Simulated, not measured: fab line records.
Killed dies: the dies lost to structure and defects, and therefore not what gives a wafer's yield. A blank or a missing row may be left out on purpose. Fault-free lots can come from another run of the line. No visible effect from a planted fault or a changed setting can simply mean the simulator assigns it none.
fab line records	flow n5Finfet
record: lots: 24	wafers: 72	lastDay: 18
route steps=1938 shown BEOL_M12@1658 BEOL_M13@1660
lots that met no fault: from a run of the same line without faults
startH: the number of hours between the record's first day and the start of the first shown wafer of the lot	waitH: how many hours have passed since the lot's step before this one	" as in the row above	L1.1+2: one row covering several wafers at once	- no value present, or no start provided	* or withheld: withheld	< > ~ a bound
route shown NAME@n: a module of which the file shows steps, and the number in the route of the first	usual: mean/standard deviation of fault-free wafers	same: alike in all rows	chamber/n: place in a boat	sites: the reading at each site	_std_site: how widely they spread, as a standard deviation	_edge_site: outer sites' mean less inner sites'	radiusMm: how far each site lies from the wafer's centre	mask NAME#n: copy n	behind: the most recent tool/chamber to have shaped the wafer	hold: why the lot went on hold/how many hours it stayed there/how the hold came to an end	device: names the non-switching transistor (n, p or np)	end of line: the same wafers' tests at the end of the route	a step given without rows: its recipe and nothing more	killed: the dies lost at the first sort to structure and to defects; this is not the yield of the wafer	map: dies across one wafer; x = killed, . = not, _ = none there
set.NAME: setting as actually run; set.NAME@STEP: the setting as run at that earlier step	model.NAME: the simulator's own value behind a step, which no gauge read
one table for each step of the route and one row for each wafer, over a sample of lots
services: from which hour (startH, from the record's first day; less than 0 if before it) a tool's chamber was out of use, for how many hours, and why
== steps ==
step: N5_BEOL_M12_INSPECT_55
recipe: inspectInstrument: darkfield	mode: postDep
usual: rawDefectCount: 68/28
lot.wafer	tool	chamber	startH	waitH	rawDefectCount
L076.2	defectInspect-01	-	242.08	0.0	114
L076.3	"	-	"	"	83
L076.4	"	-	"	"	71
L075.3	defectInspect-02	-	247.95	0.0	49
L075.4	"	-	"	"	53
L075.5	"	-	"	"	53
L074.4	defectInspect-01	-	248.49	0.0	113
L074.5	"	-	"	"	86
L074.6	"	-	"	"	116
L077.3	defectInspect-01	-	252.65	0.0	78
L077.4	"	-	"	"	52
L077.5	"	-	"	"	68
L078.1	defectInspect-02	-	270.13	0.0	63
L078.2	"	-	"	"	66
L078.4	"	-	"	"	54
L080.1	defectInspect-02	-	270.41	0.0	117
L080.2	"	-	"	"	95
L080.5	"	-	"	"	81
L079.1	defectInspect-01	-	272.65	0.0	39
L079.3	"	-	"	"	58
L079.4	"	-	"	"	44
L081.2	defectInspect-02	-	283.96	0.0	50
L081.3	"	-	"	"	53
L081.6	"	-	"	"	62
L083.3	defectInspect-01	-	300.01	0.0	33
L083.5	"	-	"	"	38
L083.6	"	-	"	"	41
L084.3	defectInspect-01	-	300.28	0.0	83
L084.4	"	-	"	"	100
L084.6	"	-	"	"	116
L082.1	defectInspect-02	-	300.75	0.0	54
L082.4	"	-	"	"	89
L082.5	"	-	"	"	85
L085.1	defectInspect-01	-	312.76	0.0	60
L085.3	"	-	"	"	53
L085.5	"	-	"	"	65
L086.1	defectInspect-02	-	332.61	0.0	123
L086.2	"	-	"	"	70
L086.6	"	-	"	"	63
L087.1	defectInspect-02	-	332.89	0.0	91
L087.5	"	-	"	"	60
L087.6	"	-	"	"	67
L089.3	defectInspect-01	-	350.28	0.0	54
L089.5	"	-	"	"	44
L089.6	"	-	"	"	57
L088.1	defectInspect-02	-	350.72	0.0	68
L088.2	"	-	"	"	92
L088.5	"	-	"	"	112
L093.1	defectInspect-01	-	359.05	0.0	67
L093.2	"	-	"	"	49
L093.6	"	-	"	"	54
L090.1	defectInspect-02	-	359.99	0.0	70
L090.4	"	-	"	"	76
L090.5	"	-	"	"	52
L091.2	defectInspect-01	-	364.96	0.0	34
L091.3	"	-	"	"	48
L091.5	"	-	"	"	26
L092.1	defectInspect-01	-	367.40	0.0	57
L092.4	"	-	"	"	39
L092.6	"	-	"	"	67
L094.3	defectInspect-01	-	373.48	0.0	53
L094.4	"	-	"	"	60
L094.6	"	-	"	"	48
L095.1	defectInspect-02	-	374.59	0.0	92
L095.5	"	-	"	"	46
L095.6	"	-	"	"	45
L097.3	defectInspect-01	-	393.72	0.0	43
L097.4	"	-	"	"	36
L097.6	"	-	"	"	41
L096.1	defectInspect-01	-	395.31	0.0	55
L096.2	"	-	"	"	76
L096.4	"	-	"	"	64
step: N5_BEOL_M13_THK_MEAS_01
recipe: reads: SiOC_of_BEOL_M13_ILD_DEP_00
usual: M13_ILD_THK: 840/15
lot.wafer	tool	chamber	startH	waitH	M13_ILD_THK[nm]
L076.2	filmMetro-01	-	242.26	0.1	806
L076.3	"	-	"	"	814
L076.4	"	-	"	"	832
L075.3	filmMetro-02	-	248.14	0.1	816
L075.4	"	-	"	"	827
L075.5	"	-	"	"	850
L074.4	filmMetro-01	-	248.68	0.0	850
L074.5	"	-	"	"	830
L074.6	"	-	"	"	838
L077.3	filmMetro-02	-	252.84	0.1	869
L077.4	"	-	"	"	842
L077.5	"	-	"	"	853
L078.1	filmMetro-02	-	270.32	0.1	843
L078.2	"	-	"	"	831
L078.4	"	-	"	"	849
L080.1	filmMetro-01	-	270.60	0.1	825
L080.2	"	-	"	"	846
L080.5	"	-	"	"	832
L079.1	filmMetro-01	-	272.84	0.1	829
L079.3	"	-	"	"	833
L079.4	"	-	"	"	859
L081.2	filmMetro-01	-	284.15	0.1	818
L081.3	"	-	"	"	831
L081.6	"	-	"	"	833
L083.3	filmMetro-01	-	300.20	0.1	835
L083.5	"	-	"	"	853
L083.6	"	-	"	"	839
L084.3	filmMetro-01	-	300.48	0.1	830
L084.4	"	-	"	"	841
L084.6	"	-	"	"	837
L082.1	filmMetro-01	-	300.99	0.2	829
L082.4	"	-	"	"	853
L082.5	"	-	"	"	854
L085.1	filmMetro-01	-	312.95	0.1	841
L085.3	"	-	"	"	832
L085.5	"	-	"	"	840
L086.1	filmMetro-02	-	332.80	0.1	842
L086.2	"	-	"	"	830
L086.6	"	-	"	"	844
L087.1	filmMetro-01	-	333.07	0.1	828
L087.5	"	-	"	"	846
L087.6	"	-	"	"	854
L089.3	filmMetro-01	-	350.47	0.1	828
L089.5	"	-	"	"	852
L089.6	"	-	"	"	845
L088.1	filmMetro-01	-	350.91	0.1	825
L088.2	"	-	"	"	831
L088.5	"	-	"	"	832
L093.1	filmMetro-02	-	359.24	0.1	832
L093.2	"	-	"	"	833
L093.6	"	-	"	"	839
L090.1	filmMetro-01	-	360.18	0.1	831
L090.4	"	-	"	"	849
L090.5	"	-	"	"	854
L091.2	filmMetro-01	-	365.15	0.1	814
L091.3	"	-	"	"	821
L091.5	"	-	"	"	828
L092.1	filmMetro-01	-	367.59	0.1	844
L092.4	"	-	"	"	862
L092.6	"	-	"	"	863
L094.3	filmMetro-01	-	373.67	0.1	828
L094.4	"	-	"	"	845
L094.6	"	-	"	"	842
L095.1	filmMetro-01	-	374.78	0.1	827
L095.5	"	-	"	"	834
L095.6	"	-	"	"	846
L097.3	filmMetro-02	-	393.91	0.1	839
L097.4	"	-	"	"	849
L097.6	"	-	"	"	883
L096.1	filmMetro-01	-	395.50	0.1	828
L096.2	"	-	"	"	819
L096.4	"	-	"	"	828
step: N5_BEOL_M13_ETCH_59
recipe: chemistry: N2/H2	target: BARC	targetDepthA: 890	overetchA: 267	timeS: 67.9	ionEnergyEv: 200	pressureMtorr: 30	sourceW: 840	biasW: 150	n2FlowSccm: 200	h2FlowSccm: 200
usual: drypumpMotorCurrentA: 5.9/0.54	oesProductAu: 0.66/0.072	rfVppV: 523.6/2.4	showerheadPlenumPTorr: 2.53/0.081	throttleValvePct: 17.8/0.35
lot.wafer	tool	chamber	startH	waitH	drypumpMotorCurrentA	oesProductAu	rfHoursCounterH	rfVppV	showerheadPlenumPTorr	throttleValvePct
L076.2	rieDiel-04	0	242.81	0.0	5.3	0.63	171	526.1	2.65	17.9
L076.3	"	1	"	"	6.3	0.61	217	525.7	2.64	17.8
L076.4	"	0	"	"	5.3	0.63	-	527.5	2.65	18.0
L075.3	rieDiel-02	0	248.56	0.0	6.4	0.77	28	525.4	2.59	17.3
L075.4	"	3	"	"	6.5	0.60	210	524.4	2.53	18.0
L075.5	"	3	"	"	6.5	0.61	-	522.7	2.53	18.0
L074.4	rieDiel-02	3	249.23	0.0	6.5	0.61	210	523.9	2.53	18.0
L074.5	"	2	"	"	6.3	0.61	-	521.1	2.42	18.0
L074.6	"	1	"	"	5.1	0.59	-	525.1	2.60	17.7
L077.3	rieDiel-02	1	253.39	0.0	5.1	0.59	247	525.2	2.60	17.7
L077.4	"	0	"	"	6.4	0.77	30	526.6	2.58	17.4
L077.5	"	0	"	"	6.4	0.77	-	525.4	2.58	17.3
L078.1	rieDiel-02	0	270.75	0.0	6.4	0.77	34	525.2	2.58	17.3
L078.2	"	2	"	"	6.3	0.61	212	520.2	2.42	18.0
L078.4	"	0	"	"	6.4	0.77	-	525.1	2.58	17.3
L080.1	rieDiel-06	1	271.03	0.0	5.4	0.68	85	525.6	2.55	17.3
L080.2	"	0	"	"	5.9	0.60	222	525.7	2.64	18.2
L080.5	"	2	"	"	6.2	0.72	-	522.3	2.47	17.9
L079.1	rieDiel-06	0	273.39	0.0	5.9	0.60	223	525.1	2.64	18.2
L079.3	"	1	"	"	5.4	0.68	86	525.2	2.55	17.3
L079.4	"	2	"	"	6.2	0.72	58	521.3	2.47	17.9
L081.2	rieDiel-02	3	284.79	0.0	6.4	0.60	220	522.3	2.53	18.0
L081.3	"	0	"	"	6.4	0.76	38	525.7	2.58	17.3
L081.6	"	3	"	"	6.5	0.60	-	522.8	2.53	18.0
L083.3	rieDiel-06	0	300.75	0.0	5.9	0.60	229	527.0	2.63	18.2
L083.5	"	2	"	"	6.2	0.72	-	522.7	2.46	17.9
L083.6	"	1	"	"	5.4	0.68	-	525.0	2.54	17.3
L084.3	rieDiel-02	2	300.90	0.0	6.3	0.60	222	521.3	2.42	18.0
L084.4	"	1	"	"	5.1	0.82	3	524.8	2.60	17.2
L084.6	"	1	"	"	5.1	0.83	-	524.9	2.60	17.2
L082.1	rieDiel-04	1	301.54	0.0	6.3	0.59	236	524.1	2.63	17.8
L082.4	"	3	"	"	5.9	0.80	10	528.5	2.70	17.5
L082.5	"	2	"	"	4.9	0.61	-	526.4	2.61	17.8
L085.1	rieDiel-02	2	313.38	0.0	6.3	0.60	225	519.7	2.42	18.0
L085.3	"	0	"	"	6.4	0.75	47	525.8	2.58	17.4
L085.5	"	0	"	"	6.4	0.74	-	525.9	2.58	17.4
L086.1	rieDiel-06	0	333.23	0.0	5.9	0.59	237	526.5	2.63	18.2
L086.2	"	3	"	"	5.2	0.60	209	518.8	2.43	18.2
L086.6	"	1	"	"	5.4	0.66	-	523.5	2.54	17.3
L087.1	rieDiel-02	0	333.63	0.0	6.4	0.74	54	522.5	2.57	17.4
L087.5	"	0	"	"	6.4	0.74	-	524.6	2.57	17.4
L087.6	"	3	"	"	6.4	0.59	-	522.4	2.52	18.0
L089.3	rieDiel-06	2	351.02	0.0	6.2	0.70	79	522.2	2.46	17.9
L089.5	"	2	"	"	6.2	0.71	-	522.4	2.46	17.9
L089.6	"	3	"	"	5.2	0.60	-	520.1	2.42	18.2
L088.1	rieDiel-06	2	351.46	0.0	6.2	0.70	79	522.4	2.46	17.9
L088.2	"	1	"	"	5.4	0.66	109	524.2	2.54	17.3
L088.5	"	3	"	"	5.2	0.59	-	520.2	2.42	18.2
L093.1	rieDiel-06	2	359.79	0.0	6.2	0.69	83	521.5	2.45	17.9
L093.2	"	1	"	"	5.4	0.66	112	524.7	2.53	17.3
L093.6	"	0	"	"	5.9	0.59	-	524.3	2.63	18.3
L090.1	rieDiel-02	1	360.79	0.0	5.1	0.79	21	523.7	2.59	17.2
L090.4	"	3	"	"	6.4	0.59	244	522.1	2.52	18.0
L090.5	"	0	"	"	6.4	0.73	-	526.0	2.57	17.4
L091.2	rieDiel-04	1	365.70	0.0	6.3	0.59	257	525.0	2.62	17.9
L091.3	"	3	"	"	5.9	0.77	31	527.9	2.69	17.5
L091.5	"	1	"	"	6.3	0.59	-	523.6	2.62	17.8
L092.1	rieDiel-02	0	368.01	0.0	6.4	0.73	65	526.2	2.57	17.4
L092.4	"	3	"	"	6.5	0.59	247	522.2	2.52	18.1
L092.6	"	1	"	"	5.1	0.77	-	525.5	2.59	17.2
L094.3	rieDiel-06	1	374.10	0.0	5.4	0.66	116	524.3	2.53	17.3
L094.4	"	3	"	"	5.2	0.59	224	519.8	2.42	18.2
L094.6	"	1	"	"	5.5	0.65	-	524.9	2.53	17.3
L095.1	rieDiel-04	2	375.41	0.0	4.9	0.82	0	525.3	2.60	17.5
L095.5	"	3	"	"	5.9	0.77	-	528.6	2.69	17.5
L095.6	"	0	"	"	5.3	0.61	-	525.5	2.63	18.0
L097.3	rieDiel-06	2	394.68	0.0	6.2	0.68	95	521.1	2.45	18.0
L097.4	"	1	"	"	5.5	0.65	-	523.9	2.53	17.3
L097.6	"	2	"	"	6.2	0.69	-	522.2	2.45	18.0
L096.1	rieDiel-06	1	395.92	0.0	5.4	0.65	124	524.0	2.53	17.3
L096.2	"	2	"	"	6.2	0.68	95	522.1	2.45	17.9
L096.4	"	3	"	"	5.2	0.58	-	520.2	2.42	18.2
step: N5_BEOL_M13_ETCH_38
recipe: chemistry: CF4/N2	target: SiCN	targetDepthA: 675	taperDeg: 2	timeS: 71.9	ionEnergyEv: 150	maskMaterial: SiO2	pressureMtorr: 40	sourceW: 430	biasW: 70	Ar_flow_sccm: 100	cf4FlowSccm: 60	n2FlowSccm: 60
usual: drypumpMotorCurrentA: 5.8/0.54	oesProductAu: 0.78/0.11	rfVppV: 383.0/1.9	showerheadPlenumPTorr: 2.23/0.073	throttleValvePct: 15.37/0.25
lot.wafer	tool	chamber	startH	waitH	drypumpMotorCurrentA	oesProductAu	rfHoursCounterH	rfVppV	showerheadPlenumPTorr	throttleValvePct
L076.2	rieDiel-06	0	246.45	-	5.9	0.71	215	385.2	2.28	15.72
L076.3	"	1	"	"	5.4	0.80	78	382.8	2.22	15.05
L076.4	"	3	"	"	5.2	0.71	188	380.9	2.10	15.39
L075.3	rieDiel-06	1	250.40	-	5.4	0.80	79	382.6	2.22	15.04
L075.4	"	3	"	"	5.2	0.72	189	379.3	2.10	15.41
L075.5	"	3	"	"	5.2	0.72	-	379.7	2.09	15.39
L074.4	rieDiel-02	0	251.88	-	6.4	0.94	30	384.6	2.25	15.09
L074.5	"	1	"	"	5.1	0.70	-	382.3	2.26	15.31
L074.6	"	0	"	"	6.4	0.95	-	383.7	2.25	15.11
L077.3	rieDiel-04	1	256.30	-	6.3	0.70	223	384.5	2.28	15.35
L077.4	"	1	"	"	6.2	0.71	-	384.7	2.28	15.33
L077.5	"	0	"	"	5.3	0.72	-	384.5	2.28	15.55
L080.1	rieDiel-02	3	273.31	-	6.5	0.67	217	383.3	2.19	15.60
L080.2	"	0	"	"	6.4	0.93	35	381.9	2.25	15.10
L080.5	"	0	"	"	6.4	0.94	-	384.7	2.25	15.11
L078.1	rieDiel-02	3	273.63	-	6.5	0.67	217	382.3	2.19	15.60
L078.2	"	2	"	"	6.3	0.72	213	379.3	2.10	15.51
L078.4	"	0	"	"	6.4	0.94	-	385.0	2.25	15.09
L079.1	rieDiel-02	3	275.10	-	6.4	0.67	218	383.6	2.19	15.59
L079.3	"	2	"	"	6.3	0.72	214	379.7	2.10	15.52
L079.4	"	2	"	"	6.3	0.72	-	379.1	2.10	15.53
L081.2	rieDiel-06	1	289.22	-	5.4	0.78	90	382.9	2.21	15.06
L081.3	"	0	"	"	5.9	0.69	227	384.3	2.27	15.76
L081.6	"	1	"	"	5.4	0.79	-	382.3	2.21	15.07
L083.3	rieDiel-04	2	304.03	-	4.9	0.71	238	384.0	2.26	15.53
L083.5	"	3	"	"	5.9	0.94	-	384.9	2.35	15.16
L083.6	"	2	"	"	4.9	0.70	-	384.4	2.26	15.54
L084.3	rieDiel-02	0	307.03	-	6.4	0.91	46	382.7	2.24	15.11
L084.4	"	3	"	"	6.4	0.66	228	380.0	2.19	15.61
L084.6	"	2	"	"	6.3	0.71	-	380.3	2.10	15.53
L082.1	rieDiel-02	0	307.31	-	6.4	0.92	46	384.5	2.24	15.15
L082.4	"	1	"	"	5.1	0.98	6	384.1	2.25	14.80
L082.5	"	2	"	"	6.3	0.71	-	379.7	2.10	15.53
L085.1	rieDiel-04	3	316.92	-	5.9	0.95	14	385.2	2.35	15.16
L085.3	"	0	"	"	5.3	0.71	194	384.3	2.28	15.58
L085.5	"	0	"	"	5.3	0.71	-	383.2	2.28	15.59
L086.1	rieDiel-04	1	336.39	-	6.3	0.68	245	383.9	2.28	15.38
L086.2	"	3	"	"	5.9	0.92	20	385.4	2.35	15.17
L086.6	"	2	"	"	4.9	0.70	-	383.4	2.26	15.54
L087.1	rieDiel-04	2	336.61	-	4.9	0.69	246	384.5	2.26	15.54
L087.5	"	3	"	"	5.9	0.91	-	386.7	2.35	15.17
L087.6	"	0	"	"	5.3	0.70	-	382.0	2.27	15.58
L089.3	rieDiel-04	1	352.72	-	6.3	0.67	251	384.1	2.27	15.38
L089.5	"	1	"	"	6.3	0.67	-	383.1	2.27	15.41
L089.6	"	3	"	"	5.9	0.90	-	384.8	2.35	15.18
L088.1	rieDiel-04	0	353.29	-	5.3	0.69	206	383.2	2.27	15.59
L088.2	"	3	"	"	5.9	0.91	26	384.4	2.35	15.17
L088.5	"	1	"	"	6.3	0.67	-	382.9	2.27	15.39
L093.1	rieDiel-02	3	362.37	-	6.5	0.65	245	380.0	2.18	15.66
L093.2	"	1	"	"	5.1	0.93	22	383.5	2.25	14.83
L093.6	"	3	"	"	6.5	0.65	-	381.7	2.18	15.65
L090.1	rieDiel-06	0	366.37	-	5.9	0.69	242	383.7	2.27	15.80
L090.4	"	3	"	"	5.2	0.69	222	379.8	2.08	15.48
L090.5	"	0	"	"	5.9	0.68	-	382.9	2.27	15.79
L091.2	rieDiel-04	3	367.48	-	5.9	0.89	32	385.7	2.34	15.17
L091.3	"	1	"	"	6.2	0.67	258	383.6	2.27	15.42
L091.5	"	1	"	"	6.3	0.67	-	384.5	2.27	15.40
L092.1	rieDiel-04	0	372.19	-	5.3	0.69	214	383.8	2.27	15.61
L092.4	"	1	"	"	6.3	0.66	-	382.8	2.27	15.41
L092.6	"	0	"	"	5.3	0.69	-	384.4	2.27	15.62
L094.3	rieDiel-06	2	375.89	-	6.2	0.82	88	379.3	2.14	15.58
L094.4	"	1	"	"	5.4	0.77	117	382.8	2.20	15.11
L094.6	"	3	"	"	5.2	0.70	-	380.0	2.08	15.49
L095.1	rieDiel-02	1	380.70	-	5.1	0.91	28	382.9	2.24	14.86
L095.5	"	2	"	"	6.4	0.68	-	379.8	2.09	15.59
L095.6	"	0	"	"	6.4	0.88	-	382.7	2.24	15.17
L097.3	rieDiel-04	0	401.94	-	5.3	0.68	228	383.7	2.26	15.66
L097.4	"	1	"	"	6.3	1.01	1	384.2	2.27	14.92
L097.6	"	2	"	"	4.9	0.91	-	383.0	2.25	15.11
L096.1	rieDiel-02	3	402.23	-	6.4	0.95	2	381.0	2.18	15.16
L096.2	"	1	"	"	5.1	0.89	37	383.5	2.24	14.85
L096.4	"	0	"	"	6.4	0.88	-	381.8	2.23	15.19
step: N5_BEOL_M13_SPUTTER_43
recipe: material: TaN	targetThkA: 150	tempC: 50	biasV: 168.6	powerW: 15000	chamberPressurePa: 0.12	timeS: 24.19
usual: biasV: 168.7/1.7	throttleValvePct: 30.0/0.89
lot.wafer	tool	chamber	startH	waitH	biasV	throttleValvePct
L076.2	pvdSputter-01	-	247.06	0.0	168.4	28.8
L076.3	"	-	"	"	166.5	30.5
L076.4	"	-	"	"	168.1	28.5
L075.3	pvdSputter-03	-	250.82	0.0	168.6	31.8
L075.4	"	-	"	"	166.8	29.3
L075.5	"	-	"	"	168.9	29.2
L074.4	pvdSputter-02	-	252.34	0.0	169.5	29.8
L074.5	"	-	"	"	170.8	29.8
L074.6	"	-	"	"	170.3	29.9
L077.3	pvdSputter-03	-	256.57	0.0	168.2	31.6
L077.4	"	-	"	"	167.9	30.7
L077.5	"	-	"	"	167.3	31.7
L080.1	pvdSputter-01	-	274.01	0.0	170.0	28.9
L080.2	"	-	"	"	170.4	30.2
L080.5	"	-	"	"	172.2	30.1
L078.1	pvdSputter-03	-	274.14	0.0	169.9	31.6
L078.2	"	-	"	"	168.6	29.5
L078.4	"	-	"	"	168.9	31.0
L079.1	pvdSputter-03	-	276.12	0.0	169.8	31.7
L079.3	"	-	"	"	168.7	29.4
L079.4	"	-	"	"	169.3	30.2
L081.2	pvdSputter-03	-	289.85	0.0	168.1	29.1
L081.3	"	-	"	"	167.1	29.9
L081.6	"	-	"	"	167.8	31.0
L083.3	pvdSputter-02	-	304.72	0.0	167.1	30.2
L083.5	"	-	"	"	169.1	29.9
L083.6	"	-	"	"	168.6	29.8
L084.3	pvdSputter-03	-	307.62	0.0	168.5	29.2
L084.4	"	-	"	"	167.0	30.8
L084.6	"	-	"	"	172.2	31.6
L082.1	pvdSputter-01	-	307.79	0.0	165.3	29.9
L082.4	"	-	"	"	167.7	28.6
L082.5	"	-	"	"	164.6	29.9
L085.1	pvdSputter-02	-	319.06	0.0	169.0	29.7
L085.3	"	-	"	"	166.3	30.1
L085.5	"	-	"	"	168.1	29.9
L086.1	pvdSputter-02	-	337.00	0.0	169.2	29.5
L086.2	"	-	"	"	171.0	30.3
L086.6	"	-	"	"	168.7	29.8
L087.1	pvdSputter-03	-	337.10	0.0	171.5	30.0
L087.5	"	-	"	"	166.9	31.4
L087.6	"	-	"	"	169.2	29.1
L089.3	pvdSputter-03	-	353.26	0.0	167.4	31.0
L089.5	"	-	"	"	170.3	29.8
L089.6	"	-	"	"	171.6	31.8
L088.1	pvdSputter-01	-	354.21	0.0	168.0	28.4
L088.2	"	-	"	"	168.4	30.0
L088.5	"	-	"	"	171.1	28.9
L093.1	pvdSputter-02	-	362.89	0.0	169.3	29.7
L093.2	"	-	"	"	170.7	30.1
L093.6	"	-	"	"	172.1	29.9
L090.1	pvdSputter-01	-	366.83	0.0	167.6	30.6
L090.4	"	-	"	"	167.8	28.5
L090.5	"	-	"	"	171.2	28.7
L091.2	pvdSputter-01	-	367.93	0.0	168.7	30.6
L091.3	"	-	"	"	168.6	29.8
L091.5	"	-	"	"	169.8	28.8
L092.1	pvdSputter-02	-	372.91	0.0	171.2	29.8
L092.4	"	-	"	"	170.5	30.4
L092.6	"	-	"	"	168.2	29.8
L094.3	pvdSputter-03	-	376.18	0.0	169.6	30.0
L094.4	"	-	"	"	171.2	30.8
L094.6	"	-	"	"	168.8	31.5
L095.1	pvdSputter-02	-	381.25	0.0	167.9	30.4
L095.5	"	-	"	"	168.7	29.9
L095.6	"	-	"	"	168.2	29.8
L097.3	pvdSputter-01	-	402.44	0.0	169.4	30.4
L097.4	"	-	"	"	166.7	29.8
L097.6	"	-	"	"	163.6	29.8
L096.1	pvdSputter-01	-	402.80	0.0	167.9	30.8
L096.2	"	-	"	"	169.9	28.7
L096.4	"	-	"	"	168.2	29.8
step: N5_BEOL_M13_DEP_53
recipe: material: SiCN	targetThkA: 500	tempC: withheld	precursor: 3MS/NH3	pressureTorr: 3	rfW: 675	timeS: 17.8
usual: showerheadPlenumPTorr: 4.152/0.021	showerheadVppV: 1545/51	throttleValvePct: 17.6/0.71
lot.wafer	tool	chamber	startH	waitH	showerheadPlenumPTorr	showerheadVppV	throttleValvePct
L076.2	pecvd-04	2	248.24	0.0	4.121	1511	16.5
L076.3	"	1	"	"	4.139	1507	17.3
L076.4	"	1	"	"	4.142	1518	17.3
L075.3	pecvd-04	0	251.92	0.0	4.159	1455	17.2
L075.4	"	2	"	"	4.126	1530	16.5
L075.5	"	1	"	"	4.128	1528	17.4
L074.4	pecvd-04	1	253.47	0.0	4.133	1532	17.4
L074.5	"	2	"	"	4.139	1497	16.5
L074.6	"	0	"	"	4.180	1461	17.3
L077.3	pecvd-04	2	257.68	0.0	4.134	1506	16.6
L077.4	"	0	"	"	4.170	1456	17.1
L077.5	"	1	"	"	4.135	1533	17.5
L080.1	pecvd-02	2	279.47	0.0	4.152	1615	17.4
L080.2	"	0	"	"	4.198	1601	18.2
L080.5	"	2	"	"	4.148	1574	17.5
L078.1	pecvd-03	2	279.93	0.0	4.130	1511	16.8
L078.2	"	0	"	"	4.161	1593	18.3
L078.4	"	0	"	"	4.172	1611	18.2
L079.1	pecvd-02	0	281.79	0.0	4.202	1582	18.3
L079.3	"	1	"	"	4.155	1584	18.9
L079.4	"	2	"	"	4.143	1617	17.5
L081.2	pecvd-03	0	293.15	0.0	4.153	1574	18.2
L081.3	"	1	"	"	4.170	1565	18.4
L081.6	"	0	"	"	4.153	1594	18.0
L083.3	pecvd-02	2	306.62	0.0	4.165	1592	17.8
L083.5	"	1	"	"	4.153	1616	18.9
L083.6	"	2	"	"	4.148	1601	17.8
L084.3	pecvd-02	1	312.41	0.0	4.146	1575	18.9
L084.4	"	2	"	"	4.142	1592	17.7
L084.6	"	2	"	"	4.156	1591	17.9
L082.1	pecvd-03	2	312.42	0.0	4.130	1498	17.0
L082.4	"	2	"	"	4.120	1494	16.9
L082.5	"	0	"	"	4.162	1614	18.1
L085.1	pecvd-02	1	320.40	0.0	4.164	1555	19.1
L085.3	"	2	"	"	4.155	1625	17.7
L085.5	"	2	"	"	4.142	1637	17.6
L086.1	pecvd-02	2	338.09	0.0	4.154	1605	17.6
L086.2	"	0	"	"	4.201	1584	17.3
L086.6	"	0	"	"	4.206	1598	17.4
L087.1	pecvd-03	1	338.21	0.0	4.163	1555	18.2
L087.5	"	0	"	"	4.158	1587	18.2
L087.6	"	2	"	"	4.126	1510	17.0
L089.3	pecvd-04	1	354.40	0.0	4.138	1553	17.6
L089.5	"	1	"	"	4.146	1502	17.4
L089.6	"	0	"	"	4.177	1453	17.3
L088.1	pecvd-02	2	355.32	0.0	4.150	1619	17.9
L088.2	"	0	"	"	4.195	1610	17.4
L088.5	"	2	"	"	4.147	1607	17.7
L093.1	pecvd-03	2	364.00	0.0	4.138	1517	17.1
L093.2	"	0	"	"	4.152	1569	18.2
L093.6	"	1	"	"	4.166	1557	18.6
L090.1	pecvd-04	2	367.99	0.0	4.123	1488	16.7
L090.4	"	2	"	"	4.123	1513	16.7
L090.5	"	1	"	"	4.139	1524	17.5
L091.2	pecvd-04	0	369.77	0.0	4.165	1447	17.2
L091.3	"	1	"	"	4.129	1543	17.4
L091.5	"	1	"	"	4.137	1536	17.5
L092.1	pecvd-04	0	374.00	0.0	4.171	1450	17.6
L092.4	"	1	"	"	4.140	1515	17.3
L092.6	"	0	"	"	4.157	1462	17.3
L094.3	pecvd-02	1	377.31	0.0	4.148	1563	18.9
L094.4	"	0	"	"	4.197	1586	17.2
L094.6	"	1	"	"	4.150	1572	18.7
L095.1	pecvd-03	1	382.55	0.0	4.172	1557	18.4
L095.5	"	1	"	"	4.173	1588	18.3
L095.6	"	0	"	"	4.162	1600	18.3
L097.3	pecvd-04	2	404.45	0.0	4.137	1544	16.7
L097.4	"	1	"	"	4.141	1544	17.4
L097.6	"	0	"	"	4.164	1488	17.3
L096.1	pecvd-04	1	404.83	0.0	4.127	1551	17.4
L096.2	"	2	"	"	4.120	1531	16.9
L096.4	"	1	"	"	4.134	1531	17.4
== services ==
tool	chamber	startH	hours	kind
rieDiel-02	1	222.31	5.3	repair
pvdSputter-01	-	234.69	2.1	repair
pecvd-03	1	235.50	1.9	repair
pvdSputter-01	-	256.70	7.0	repair
rieDiel-02	1	267.30	-	clean
rieDiel-02	1	267.30	-	consumableReplace:esc
rieDiel-02	1	267.30	-	consumableReplace:focusRing
rieDiel-02	1	267.30	22.7	scheduledDown
rieDiel-02	1	267.30	22.7	ventCycle
pecvd-04	0	294.62	3.5	repair
pvdSputter-01	-	340.25	1.8	repair
rieDiel-02	3	379.85	-	clean
rieDiel-02	3	379.85	-	consumableReplace:focusRing
rieDiel-02	3	379.85	18.0	scheduledDown
rieDiel-02	3	379.85	18.0	ventCycle
pecvd-03	-	389.68	0.8	repair
rieDiel-06	0	390.39	-	clean
rieDiel-06	0	390.39	-	consumableReplace:focusRing
rieDiel-06	0	390.39	16.0	scheduledDown
rieDiel-02	2	397.98	-	clean
rieDiel-02	2	397.98	-	consumableReplace:focusRing
rieDiel-02	2	397.98	-	consumableReplace:showerhead
rieDiel-02	2	397.98	19.7	scheduledDown
rieDiel-02	2	397.98	19.7	ventCycle
== key ==
fault none
